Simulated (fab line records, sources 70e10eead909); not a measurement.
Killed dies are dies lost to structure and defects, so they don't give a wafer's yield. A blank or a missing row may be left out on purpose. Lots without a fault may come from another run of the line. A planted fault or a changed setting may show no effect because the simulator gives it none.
fab line records | flow nand_harc
record lots=12 wafers=36 last_day=24
route steps=1159 shown A_CONTACT@910 END@1159
lots that met no fault: from a run of the same line without faults
start_h: hours from the record's first day to the start of the lot's first wafer shown | wait_h: hours since the lot's step before | " the same as in the row above | L1.1+2: a row that stands for several wafers | - no value, or no start given | * or withheld: withheld | < > ~ a bound
route shown NAME@n: a module of which the file shows steps, and the number in the route of the first | usual: mean/standard deviation of fault-free wafers | same: alike in all rows | chamber/n: place in a boat | sites: the reading at each site | _std_site: their standard deviation | _edge_site: outer sites' mean less inner sites' | radius_mm: how far each site lies from the wafer's centre | mask NAME#n: copy n | behind: the tool/chamber that last shaped the wafer | hold: why the lot was held/for how many hours/how that ended | device: the transistor (n, p or np) that didn't switch | end of line: the same wafers' tests at the end of the route | a step without rows: its recipe alone | killed: dies lost to structure and defects at the first sort, not the wafer's yield | map: a wafer's dies, x killed, . not, _ none there
set.NAME: the setting as run; set.NAME@STEP: as run at that earlier step | model.NAME: the simulator's own value behind a step, which no gauge read
steps of the route over a sample of lots; a table a step, a row a wafer
services: from which hour (start_h, from the record's first day; less than 0 if before it) a tool's chamber was out of use, for how many hours, and why
## steps
# step NHARC_A_CONTACT_ETCH_130
# recipe source_w=withheld pressure_mtorr=20 bias_v=1200 time_s=155 target_depth_a=9560 ar_flow_sccm=withheld c4f8_flow_sccm=withheld o2_flow_sccm=withheld chemistry=C4F8/O2/Ar
# columns lot.wafer tool chamber start_h wait_h rf_hours_counter_h
L185.1 har_cap_etch-02 0 372.10 0.1 11
L185.6 " 1 " " -
L185.5 " 0 " " -
L188.4 har_cap_etch-03 0 382.63 0.1 -
L188.3 " 1 " " -
L188.6 " 0 " " -
L191.2 har_cap_etch-01 1 403.98 0.1 63
L191.6 " 1 " " -
L191.5 " 0 " " -
L199.1 har_cap_etch-02 0 449.46 0.1 24
L199.5 " 0 " " -
L199.6 " 1 " " -
L197.1 har_cap_etch-01 0 451.22 0.1 72
L197.2 " 1 " " 72
L197.3 " 0 " " -
L196.2 har_cap_etch-03 0 453.91 0.1 94
L196.3 " 1 " " -
L196.5 " 0 " " -
L198.1 har_cap_etch-02 1 455.08 0.1 26
L198.4 " 0 " " -
L198.5 " 1 " " -
L201.3 har_cap_etch-02 0 465.92 0.1 -
L201.5 " 1 " " -
L201.6 " 0 " " -
L200.1 har_cap_etch-03 0 466.91 0.1 97
L200.2 " 1 " " 97
L200.5 " 0 " " -
L203.2 har_cap_etch-03 1 484.04 0.1 100
L203.3 " 0 " " -
L203.6 " 0 " " -
L205.1 har_cap_etch-03 1 502.07 0.1 102
L205.3 " 0 " " -
L205.4 " 1 " " -
L207.2 har_cap_etch-02 1 511.54 0.1 34
L207.1 " 0 " " 34
L207.5 " 0 " " -
# step NHARC_A_CONTACT_EXPOSE_05
# recipe na=1.35 sigma_outer=0.8 dose_mj=84.24 mask_id=A_CC
# usual exposure_dose_mJ_cm2=84.17/0.087
# columns lot.wafer tool chamber start_h wait_h mask exposure_dose_mJ_cm2
L185.1 arfi_scanner-03 0 376.68 - A_CC#0 84.07
L185.5 " 0 " " A_CC#0 84.06
L185.6 " 0 " " A_CC#0 84.10
L188.3 arfi_scanner-02 0 386.72 - A_CC#0 84.20
L188.4 " 0 " " A_CC#0 84.27
L188.6 " 0 " " A_CC#0 84.27
L191.2 arfi_scanner-03 0 408.04 - A_CC#0 84.27
L191.5 " 0 " " A_CC#0 84.30
L191.6 " 0 " " A_CC#0 84.18
L199.1 arfi_scanner-02 0 453.45 - A_CC#0 84.15
L199.5 " 0 " " A_CC#0 84.06
L199.6 " 0 " " A_CC#0 84.13
L197.1 arfi_scanner-03 0 458.01 - A_CC#0 116.43
L197.2 " 0 " " A_CC#0 116.39
L197.3 " 0 " " A_CC#0 116.47
L196.2 arfi_scanner-03 0 461.00 - A_CC#0 110.06
L196.3 " 0 " " A_CC#0 110.12
L196.5 " 0 " " A_CC#0 110.15
L198.1 arfi_scanner-02 0 461.15 - A_CC#0 84.04
L198.4 " 0 " " A_CC#0 84.11
L198.5 " 0 " " A_CC#0 84.08
L201.3 arfi_scanner-01 0 470.45 - A_CC#0 84.12
L201.5 " 0 " " A_CC#0 84.24
L201.6 " 0 " " A_CC#0 84.15
L200.1 arfi_scanner-01 0 471.66 - A_CC#0 84.22
L200.2 " 0 " " A_CC#0 84.15
L200.5 " 0 " " A_CC#0 84.21
L203.2 arfi_scanner-01 0 492.11 - A_CC#0 84.16
L203.3 " 0 " " A_CC#0 84.12
L203.6 " 0 " " A_CC#0 84.19
L205.1 arfi_scanner-02 0 505.94 - A_CC#0 84.17
L205.3 " 0 " " A_CC#0 84.20
L205.4 " 0 " " A_CC#0 84.10
L207.1 arfi_scanner-01 0 515.82 - A_CC#0 84.18
L207.2 " 0 " " A_CC#0 84.30
L207.5 " 0 " " A_CC#0 84.19
# step NHARC_A_CONTACT_CD_MEAS_08
# recipe target_cd_nm=100 landing_energy_ev=500
# usual cd_nm=100.1/0.52
# columns lot.wafer tool chamber start_h wait_h cd_nm
L185.1 cd_sem-03 0 376.82 - 100.2
L185.5 " 0 " " 100.8
L185.6 " 0 " " 100.7
L188.3 cd_sem-01 0 386.86 - 101.1
L188.4 " 0 " " 100.9
L188.6 " 0 " " 100.9
L191.2 cd_sem-01 0 408.18 - 100.5
L191.5 " 0 " " 100.2
L191.6 " 0 " " 101.3
L199.1 cd_sem-02 0 453.59 - 100.8
L199.5 " 0 " " 100.4
L199.6 " 0 " " 100.0
L197.1 cd_sem-03 0 458.15 - 126.5
L197.2 " 0 " " 126.2
L197.3 " 0 " " 127.1
L196.2 cd_sem-01 0 461.14 - 121.0
L196.3 " 0 " " 120.6
L196.5 " 0 " " 121.0
L198.1 cd_sem-01 0 461.29 - 100.1
L198.4 " 0 " " 100.5
L198.5 " 0 " " 99.8
L201.3 cd_sem-01 0 470.59 - 99.7
L201.5 " 0 " " 99.9
L201.6 " 0 " " 99.3
L200.1 cd_sem-01 0 471.80 - 99.9
L200.2 " 0 " " 99.6
L200.5 " 0 " " 99.6
L203.2 cd_sem-01 0 492.25 - 99.2
L203.3 " 0 " " 99.2
L203.6 " 0 " " 99.6
L205.1 cd_sem-03 0 506.08 - 99.6
L205.3 " 0 " " 99.9
L205.4 " 0 " " 100.7
L207.1 cd_sem-03 0 515.96 - 100.1
L207.2 " 0 " " 100.1
L207.5 " 0 " " 101.1
# step NHARC_A_CONTACT_INSPECT_10
# usual raw_defect_count=29/15
# columns lot.wafer tool chamber start_h wait_h raw_defect_count
L185.1 defect_inspect-02 - 376.94 0.0 31
L185.5 " - " " 17
L185.6 " - " " 24
L188.3 defect_inspect-02 - 386.98 0.0 8
L188.4 " - " " 10
L188.6 " - " " 12
L191.2 defect_inspect-02 - 408.30 0.0 26
L191.5 " - " " 15
L191.6 " - " " 18
L199.1 defect_inspect-01 - 453.71 0.0 33
L199.5 " - " " 29
L199.6 " - " " 35
L197.1 defect_inspect-01 - 458.28 0.0 16
L197.2 " - " " 13
L197.3 " - " " 20
L196.2 defect_inspect-02 - 461.26 0.0 28
L196.3 " - " " 25
L196.5 " - " " 27
L198.1 defect_inspect-02 - 461.41 0.0 40
L198.4 " - " " 34
L198.5 " - " " 33
L201.3 defect_inspect-01 - 470.72 0.1 41
L201.5 " - " " 27
L201.6 " - " " 34
L200.1 defect_inspect-02 - 471.94 0.0 40
L200.2 " - " " 48
L200.5 " - " " 39
L203.2 defect_inspect-02 - 492.38 0.0 20
L203.3 " - " " 24
L203.6 " - " " 18
L205.1 defect_inspect-01 - 506.20 0.0 62
L205.3 " - " " 70
L205.4 " - " " 62
L207.1 defect_inspect-01 - 516.08 0.0 15
L207.2 " - " " 23
L207.5 " - " " 6
# step NHARC_A_CONTACT_ETCH_30
# recipe target_depth_a=605 time_s=30.2 cf4_flow_sccm=100 chf3_flow_sccm=30 ar_flow_sccm=0 rf_w=500 bias_w=200 chemistry=CF4/CHF3
# usual chf3_flow_sccm=30.01/0.094 drypump_motor_current_A=5.8/0.39 oes_product_au=0.928/0.016 rf_vpp_V=370.8/2.7 showerhead_plenum_p_Torr=1.58/0.077 throttle_valve_pct=16.803/0.0097
# columns lot.wafer tool chamber start_h wait_h chf3_flow_sccm drypump_motor_current_A oes_product_au rf_hours_counter_h rf_vpp_V showerhead_plenum_p_Torr throttle_valve_pct
L185.1 rie_diel-10 3 - - 30.00 5.4 0.898 3 370.7 1.59 16.804
L185.5 " 0 " " 29.88 5.7 0.926 - 373.9 1.67 16.805
L185.6 " 1 " " 30.00 5.7 0.919 - 366.4 1.47 16.803
L188.3 rie_diel-09 0 - - 30.03 5.6 0.927 48 367.3 1.49 16.816
L188.4 " 0 " " 29.99 5.5 0.929 - 366.7 1.49 16.797
L188.6 " 2 " " 29.93 5.6 0.934 - 370.7 1.58 16.801
L191.2 rie_diel-02 3 - - 30.08 5.6 0.915 25 368.2 1.48 16.793
L191.5 " 2 " " 30.00 5.9 0.909 - 376.0 1.68 16.798
L191.6 " 3 " " 30.22 5.5 0.920 - 368.4 1.48 16.811
L199.1 rie_diel-02 2 - - 30.06 5.9 0.921 46 375.3 1.67 16.785
L199.5 " 1 " " 30.08 5.6 0.911 - 370.4 1.57 16.794
L199.6 " 2 " " 30.04 5.9 0.918 - 373.9 1.67 16.803
L197.3 rie_diel-10 2 - - 29.95 6.7 0.922 17 371.6 1.65 16.825
L197.1 " 0 " " 29.99 5.7 0.947 17 374.6 1.67 16.802
L197.2 " 1 " " 30.02 5.8 0.916 17 367.3 1.47 16.804
L196.3 rie_diel-02 1 - - 30.02 5.6 0.909 50 370.1 1.57 16.804
L196.2 " 2 " " 29.85 5.9 0.909 49 374.3 1.67 16.823
L196.5 " 3 " " 29.82 5.6 0.917 - 367.7 1.48 16.790
L198.4 rie_diel-02 1 - - 30.16 5.6 0.920 50 370.1 1.57 16.789
L198.1 " 2 " " 30.17 5.9 0.909 49 374.4 1.67 16.800
L198.5 " 2 " " 30.15 5.9 0.909 - 373.6 1.67 16.803
L201.3 rie_diel-10 3 - - 29.91 5.5 0.930 19 370.9 1.58 16.810
L201.5 " 0 " " 29.85 5.7 0.937 - 376.2 1.67 16.801
L201.6 " 1 " " 30.03 5.7 0.925 - 365.2 1.47 16.797
L200.1 rie_diel-10 3 - - 30.10 5.4 0.919 20 369.4 1.58 16.802
L200.2 " 0 " " 29.93 5.7 0.929 20 374.3 1.67 16.802
L200.5 " 3 " " 29.97 5.5 0.916 - 369.8 1.58 16.800
L203.3 rie_diel-10 3 - - 29.95 5.5 0.916 22 372.2 1.58 16.795
L203.2 " 1 " " 30.08 5.7 0.925 23 367.1 1.47 16.796
L203.6 " 3 " " 30.03 5.5 0.919 - 371.3 1.58 16.801
L205.1 rie_diel-10 2 - - 30.02 6.7 0.923 21 372.9 1.65 16.803
L205.3 " 3 " " 29.99 5.5 0.919 25 371.5 1.58 16.806
L205.4 " 0 " " 29.85 5.7 0.943 25 373.0 1.67 16.814
L207.1 rie_diel-09 2 - - 30.12 5.6 0.926 26 371.1 1.57 16.790
L207.2 " 3 " " 30.10 6.2 0.936 27 373.5 1.66 16.813
L207.5 " 2 " " 30.26 5.6 0.928 - 370.2 1.57 16.801
# step NHARC_END_SORT_01
# recipe temp_c=25
# usual killed_at_array=25/9.7 killed_at_other=0.7/0.87 killed_at_periphery=3.3/2.3 killed_dies=29/11 killed_open=3.6/2.1 killed_short=2.3/1.7
# same gross_dies=677
# columns lot.wafer tool chamber start_h wait_h killed_at_array killed_at_other killed_at_periphery killed_dies killed_open killed_short
L185.1 prober-01 0 449.96 2.5 27 0 1 28 6 2
L185.5 prober-01 0 453.19 3.7 16 0 0 16 5 2
L185.6 prober-01 0 454.00 4.0 19 2 3 24 3 2
L199.1 prober-01 0 508.15 2.5 26 0 3 29 4 9
L199.5 prober-01 0 511.33 3.7 29 0 6 35 4 4
L199.6 prober-01 0 512.12 4.0 25 1 6 32 7 4
L197.1 prober-01 0 515.90 2.5 15 1 2 18 0 3
L197.2 prober-01 0 516.70 2.8 16 1 2 19 4 3
L197.3 prober-01 0 517.50 3.1 21 0 3 24 8 3
L201.3 prober-01 0 525.26 3.1 22 1 1 24 1 1
L201.5 prober-01 0 526.87 3.7 23 2 1 26 6 4
L201.6 prober-01 0 527.68 4.0 30 0 1 31 3 2
L200.1 prober-02 0 533.15 2.5 30 0 4 34 2 1
L200.2 prober-02 0 533.95 2.8 37 1 3 41 2 2
L200.5 prober-02 0 536.36 3.7 32 2 4 38 5 0
L203.2 prober-01 0 553.00 2.8 23 1 5 29 2 4
L203.3 prober-01 0 553.81 3.1 26 0 4 30 4 1
L203.6 prober-01 0 556.24 4.0 24 0 4 28 6 2
L205.4 prober-02 0 565.48 3.4 50 2 2 54 4 4
# killed by level:class
L185.1 A_SLIT:chamber_film_flake=10 A_CHANNEL_HOLE_D1:chamber_film_flake=6 A_CHANNEL_FILL_D1:geometric_particle:open=2 A_CHANNEL_FILL_D1:geometric_particle:short=2 A_CONTACT:chamber_film_flake=2 P_M0:geometric_particle:open=1 A_ONON_D1:geometric_particle:open=1 A_STAIRCASE:geometric_particle:open=1
L185.5 A_SLIT:chamber_film_flake=6 A_ONON_D1:geometric_particle:open=1 A_CHANNEL_HOLE_D1:geometric_particle:open=1 A_CHANNEL_FILL_D1:geometric_particle:open=1 A_WL_FILL:geometric_particle:short=1 A_BLC:geometric_particle:open=1 A_M0:geometric_particle:short=1 A_M1:geometric_particle:open=1
L185.6 A_SLIT:chamber_film_flake=14 A_CONTACT:geometric_particle:open=2 THIN_TSV:chamber_film_flake=2 P_CONTACT:geometric_particle:open=1 A_ONON_D1:geometric_particle:short=1 A_STAIRCASE:geometric_particle:short=1 P_GATE:chamber_film_flake=1 P_M2:chamber_film_flake=1
L199.1 A_CHANNEL_HOLE_D1:chamber_film_flake=10 A_ONON_D1:geometric_particle:short=3 A_WL_FILL:geometric_particle:short=3 A_STAIRCASE:chamber_film_flake=3 A_CONTACT:chamber_film_flake=2 P_M0:geometric_particle:short=1 P_BONDPAD:geometric_particle:open=1 A_ONON_D1:geometric_particle:open=1
L199.5 A_CHANNEL_HOLE_D1:chamber_film_flake=14 A_WL_FILL:geometric_particle:short=4 A_STAIRCASE:chamber_film_flake=4 P_GATE:chamber_film_flake=3 P_ZERO_WELL:chamber_film_flake=2 A_WL_FILL:chamber_film_flake=2 A_ONON_D1:geometric_particle:open=1 A_CHANNEL_HOLE_D1:geometric_particle:open=1
L199.6 A_CHANNEL_HOLE_D1:chamber_film_flake=11 A_STAIRCASE:chamber_film_flake=4 A_CONTACT:geometric_particle:open=3 P_STI:chamber_film_flake=2 P_CONTACT:geometric_particle:open=1 P_M0:geometric_particle:open=1 P_M1:geometric_particle:short=1 A_ONON_D1:geometric_particle:open=1
L197.1 A_CONTACT:chamber_film_flake=6 A_CHANNEL_HOLE_D1:chamber_film_flake=3 A_STAIRCASE:chamber_film_flake=3 P_GATE:geometric_particle:short=1 A_ONON_D1:geometric_particle:short=1 A_WL_FILL:geometric_particle:short=1 P_M2:chamber_film_flake=1 A_WL_FILL:chamber_film_flake=1
L197.2 A_CHANNEL_HOLE_D1:chamber_film_flake=4 A_CONTACT:chamber_film_flake=3 A_WL_FILL:chamber_film_flake=2 P_CONTACT:geometric_particle:open=1 A_ONON_D1:geometric_particle:short=1 A_ONON_D1:geometric_particle:open=1 A_CHANNEL_FILL_D1:geometric_particle:short=1 A_STAIRCASE:geometric_particle:open=1
L197.3 A_CONTACT:chamber_film_flake=7 A_M1:geometric_particle:open=4 A_CHANNEL_HOLE_D1:chamber_film_flake=4 A_STAIRCASE:chamber_film_flake=2 P_M0:geometric_particle:open=1 P_M0:geometric_particle:short=1 P_M1:geometric_particle:open=1 A_SGD_CUT:geometric_particle:short=1
L201.3 A_CHANNEL_HOLE_D1:chamber_film_flake=13 A_CONTACT:chamber_film_flake=3 A_STAIRCASE:chamber_film_flake=2 A_CHANNEL_HOLE_D1:geometric_particle:short=1 A_CONTACT:geometric_particle:open=1 P_STI:chamber_film_flake=1 A_ZERO_WELL:chamber_film_flake=1 A_SLIT:chamber_film_flake=1
L201.5 A_CHANNEL_HOLE_D1:chamber_film_flake=8 A_ONON_D1:geometric_particle:short=3 A_M0:chamber_film_flake=3 A_WL_FILL:geometric_particle:open=2 A_CONTACT:chamber_film_flake=2 P_CONTACT:geometric_particle:open=1 A_CHANNEL_FILL_D1:geometric_particle:short=1 A_CONTACT:geometric_particle:open=1
L201.6 A_CHANNEL_HOLE_D1:chamber_film_flake=18 A_STAIRCASE:chamber_film_flake=5 A_ONON_D1:geometric_particle:open=1 A_CHANNEL_FILL_D1:geometric_particle:short=1 A_WL_FILL:geometric_particle:short=1 A_CONTACT:geometric_particle:open=1 A_BLC:geometric_particle:open=1 P_GATE:chamber_film_flake=1
L200.1 A_SLIT:chamber_film_flake=17 A_CHANNEL_HOLE_D1:chamber_film_flake=6 A_CONTACT:chamber_film_flake=5 P_CONTACT:geometric_particle:open=1 P_M0:geometric_particle:open=1 A_SGD_CUT:geometric_particle:short=1 P_GATE:chamber_film_flake=1 P_CONTACT:chamber_film_flake=1
L200.2 A_SLIT:chamber_film_flake=22 A_WL_FILL:chamber_film_flake=4 A_CHANNEL_HOLE_D1:chamber_film_flake=3 A_STAIRCASE:chamber_film_flake=3 A_ONON_D1:geometric_particle:short=1 A_CHANNEL_FILL_D1:geometric_particle:short=1 A_CHANNEL_FILL_D1:geometric_particle:open=1 A_M0:geometric_particle:open=1
L200.5 A_SLIT:chamber_film_flake=13 A_CONTACT:chamber_film_flake=8 A_CHANNEL_HOLE_D1:chamber_film_flake=6 P_M2:chamber_film_flake=2 A_STAIRCASE:chamber_film_flake=2 P_CONTACT:geometric_particle:open=1 A_CHANNEL_HOLE_D1:geometric_particle:open=1 A_CONTACT:geometric_particle:open=1
L203.2 A_CHANNEL_HOLE_D1:chamber_film_flake=6 A_STAIRCASE:chamber_film_flake=6 A_CONTACT:chamber_film_flake=5 P_ZERO_WELL:chamber_film_flake=3 A_WL_FILL:geometric_particle:short=2 P_GATE:geometric_particle:short=1 A_CONTACT:geometric_particle:open=1 A_CONTACT:geometric_particle:short=1
L203.3 A_STAIRCASE:chamber_film_flake=13 A_CHANNEL_HOLE_D1:chamber_film_flake=6 A_CONTACT:chamber_film_flake=3 P_ZERO_WELL:chamber_film_flake=2 P_GATE:geometric_particle:open=1 P_CONTACT:geometric_particle:short=1 A_ONON_D1:geometric_particle:open=1 A_WL_FILL:geometric_particle:open=1
L203.6 A_CONTACT:chamber_film_flake=8 A_CHANNEL_HOLE_D1:chamber_film_flake=7 A_STAIRCASE:chamber_film_flake=4 P_CONTACT:geometric_particle:open=2 A_CONTACT:geometric_particle:open=2 P_CONTACT:geometric_particle:short=1 A_CHANNEL_FILL_D1:geometric_particle:short=1 A_BLC:geometric_particle:open=1
L205.4 A_CHANNEL_HOLE_D1:chamber_film_flake=17 A_SLIT:chamber_film_flake=14 A_CONTACT:chamber_film_flake=5 A_STAIRCASE:chamber_film_flake=4 A_ONON_D1:geometric_particle:short=2 P_M1:chamber_film_flake=2 THIN_TSV:chamber_film_flake=2 A_CHANNEL_HOLE_D1:geometric_particle:short=1
## services
# columns tool chamber start_h hours kind
rie_diel-10 - 353.58 9.0 pm
rie_diel-10 0 353.58 9.0 vent_cycle
rie_diel-10 1 353.58 9.0 vent_cycle
rie_diel-10 2 353.58 9.0 vent_cycle
rie_diel-10 3 353.58 9.0 vent_cycle
rie_diel-10 0 362.58 - clean
rie_diel-10 1 362.58 - clean
rie_diel-10 2 362.58 - clean
arfi_scanner-01 - 368.00 4.0 pm
arfi_scanner-03 - 376.77 8.8 repair
rie_diel-02 1 377.35 2.2 repair
arfi_scanner-02 - 391.88 0.3 repair
rie_diel-09 2 401.69 12.6 repair
har_cap_etch-02 - 408.66 1.6 repair
arfi_scanner-01 - 414.53 2.2 repair
arfi_scanner-02 - 428.00 4.0 pm
rie_diel-09 2 428.25 14.1 repair
rie_diel-09 - 431.26 9.0 pm
rie_diel-09 3 453.44 1.9 repair
arfi_scanner-01 - 457.65 1.2 repair
rie_diel-09 - 461.79 0.3 repair
rie_diel-10 2 462.02 18.7 repair
arfi_scanner-03 - 484.00 4.0 pm
rie_diel-02 - 505.18 9.0 pm
## key
first_sign step=NHARC_A_CONTACT_EXPOSE_05 reading=exposure_dose_mJ_cm2 direction=up sigmas=99+ usual=84.17 struck=113.27
effect step=NHARC_A_CONTACT_CD_MEAS_08 reading=cd_nm direction=up sigmas=45 usual=100.1 struck=123.7 through=control_loop
met_at NHARC_A_CONTACT_EXPOSE_05
struck_lots L196,L197
tester_left_out L196,L197
loop_trim step=NHARC_A_CONTACT_EXPOSE_05 setting=dose lots=L196
not_acting_at NHARC_A_CONTACT_ETCH_130,NHARC_A_CONTACT_INSPECT_10,NHARC_A_CONTACT_ETCH_30
onset_between 408.04 458.01
fault kind=process_parameter_drift tool=arfi_scanner-03 chamber=- onset_h=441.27 steps=NHARC_A_CONTACT_EXPOSE_05 channel=dose_mj offset=32.372 shape=step acts_in=these_recipes_only stated=84.24
# tester_left_out: of these lots the tester's yield and bins aren't shown, on N5 and GAA mostly nor the transistor test; their killed dies are dies lost to structure and defects alone, not to doping, threshold or leakage, so they don't give the yield
# loop_trim: a control loop set the setting to another value than it would have without faults
